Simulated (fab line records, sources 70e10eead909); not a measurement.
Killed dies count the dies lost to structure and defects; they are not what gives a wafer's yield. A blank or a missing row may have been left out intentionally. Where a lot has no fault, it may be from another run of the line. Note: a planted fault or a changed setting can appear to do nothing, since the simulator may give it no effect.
A lot that was struck, set against a sound lot || flow nand-harc || 21 steps out of a route of 1302
Sound: the wafers L749.1, L749.3, L749.4. The struck wafers were L754.1, L754.3, L754.5. The cause is given at the end.
Order at every step that has rows: each side's tool, ch and its chambers, its first start. Under that, the readings that differ: sound wafers || struck wafers || difference of the means || sigmas: that difference in standard deviations of wafers without a fault.
alike: readings with means less than 2 such deviations apart, plus words and numbers identical on both sides. not compared: withheld readings, readings lacking a value on some wafer, bounds such as >300 that could conceal the same value, and numbers that have no deviation in the record and whose values overlap.
Wherever a step has rows on one side only, a row that says differs or no value, or a row with sigmas, the two part there. Numbers that don't overlap but have no deviation are shown without sigmas and don't part them. A reading that every wafer of one side lacks parts them only if that side has two wafers or more.

NHARC_P_CONTACT_CMP_24: polishes, t overpolish 30 s, target thk 200 nm.
  sound on cmp-04 ch 1,2,3, day 11 11:01; struck on cmp-04 ch 0,2,3, day 13 08:47
  alike: motor-current-A, overpolish-run-s, time-to-endpoint-s
next, for these wafers, 1 step has no rows: NHARC_P_CONTACT_SRD_26.
NHARC_P_CONTACT_INSPECT_27:
  sound: defect-inspect-01 at day 11 11:23; struck: defect-inspect-02 at day 13 09:10
  alike: raw-defect-count
then, 8 steps without rows for these wafers: NHARC_P_M0_DEP_00 (deposits SiOC, target thk 150 nm); NHARC_P_M0_DEHYDRATE_01 (time 120 s); NHARC_P_M0_HMDS_02 (time 30 s); NHARC_P_M0_COAT_33 (time 65 s); NHARC_P_M0_COAT_03 (resist thk 90 nm); NHARC_P_M0_SOFTBAKE_04 (time 55 s); NHARC_P_M0_EBR_05; NHARC_P_M0_EXPOSE_06 (exposes mask P M0, target cd 90 nm).
NHARC_P_M0_PEB_07: peb time 65 s.
  sound on litho-track-04 ch 0, day 11 12:06; struck on litho-track-01 ch 0, day 13 10:00
{"reading": "heater-power-total-W (W)", "sound": "155.9 156.2 156.4", "struck": "153.7 152.6 152.8", "difference": -3.1, "sigmas": -7}
{"reading": "plate-temp-C (C)", "sound": "100.12 99.96 99.81", "struck": "98.52 98.30 98.37", "difference": -1.57, "sigmas": -13}
then, 1 step without rows for these wafers: NHARC_P_M0_DEVELOP_08 (develop time 35 s).
NHARC_P_M0_CD_MEAS_09: target cd 90 nm.
  sound on cd-sem-02 ch 0, day 11 12:11; struck on cd-sem-02 ch 0, day 13 10:05
{"reading": "cd-nm (nm)", "sound": "89.5 89.1 88.7", "struck": "85.7 85.1 85.8", "difference": -3.6, "sigmas": -7}
NHARC_P_M0_OVL_MEAS_10: pitch 180 nm.
  sound: overlay-02 at day 11 12:16; struck: overlay-01 at day 13 10:10
  alike: overlay-x-nm, overlay-y-nm
NHARC_P_M0_INSPECT_11:
  sound: defect-inspect-01 at day 11 12:18; struck: defect-inspect-01 at day 13 10:12
  alike: raw-defect-count
NHARC_P_M0_DESCUM_14: chemistry O2, time 3 s.
  sound on rie-diel-08 ch 0,1,3, day 11 12:22; struck on rie-diel-08 ch 0,1,3, day 13 10:16
{"reading": "model.P_M0.cd-nm (nm)", "sound": "89.53 89.44 89.6", "struck": "85.51 84.47 84.79", "difference": -4.60, "sigmas": ""}
  alike: drypump-motor-current-A, o2-flow-sccm, oes-product-au, rf-vpp-V, showerhead-plenum-p-Torr, throttle-valve-pct
  not compared: rf-hours-counter-h
NHARC_P_M0_ETCH_34: etches the open film in N2/H2, target depth 40 nm, overetch 12 nm, time 43.94 s.
  sound on rie-diel-08 ch 0,1,3, day 11 12:27; struck on rie-diel-08 ch 0,3, day 13 10:50
{"reading": "n2-flow-sccm (sccm)", "sound": "150.8 150.2 150.8", "struck": "149.3 150.2 149.4", "difference": -1.0, "sigmas": -2}
  alike: drypump-motor-current-A, oes-product-au, rf-vpp-V, showerhead-plenum-p-Torr, throttle-valve-pct
  not compared: rf-hours-counter-h
NHARC_P_M0_ETCH_15: etches the open film in C4F8/Ar, target depth 150 nm, overetch 15 nm, time 82.5 s.
  sound on rie-diel-08 ch 0,2,3; struck on rie-diel-08 ch 0,1,3
{"reading": "model.P_M0.cd-nm (nm)", "sound": "89.83 89.5 89.7", "struck": "85.45 84.23 84.49", "difference": -4.95, "sigmas": ""}
  alike: oes-product-au, rf-vpp-V
  not compared: rf-hours-counter-h
NHARC_P_M0_CD_MEAS_16:
  sound: cd-sem-02 at day 11 12:40; struck: cd-sem-01 at day 13 11:03
{"reading": "cd-nm (nm)", "sound": "89.7 89.7 89.7", "struck": "85.5 84.3 84.5", "difference": -4.9, "sigmas": -8}
-- break in the record here, with 19 days between the starts of the struck wafers on either side (left off in module P_M0, picked up again in module END, where the first step shown is number 1302 on the route) --
NHARC_END_SORT_01:
  only the struck wafers appear in the record here, on prober-01 ch 0 at day 32 05:38; the sound ones have no rows

WHERE THEY PART
Last at NHARC_END_SORT_01 as far as this record goes, first at NHARC_P_M0_PEB_07.

WHY: the cause the simulator had injected
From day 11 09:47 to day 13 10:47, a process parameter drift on litho-track-01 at NHARC_P_M0_PEB_07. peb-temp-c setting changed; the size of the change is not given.
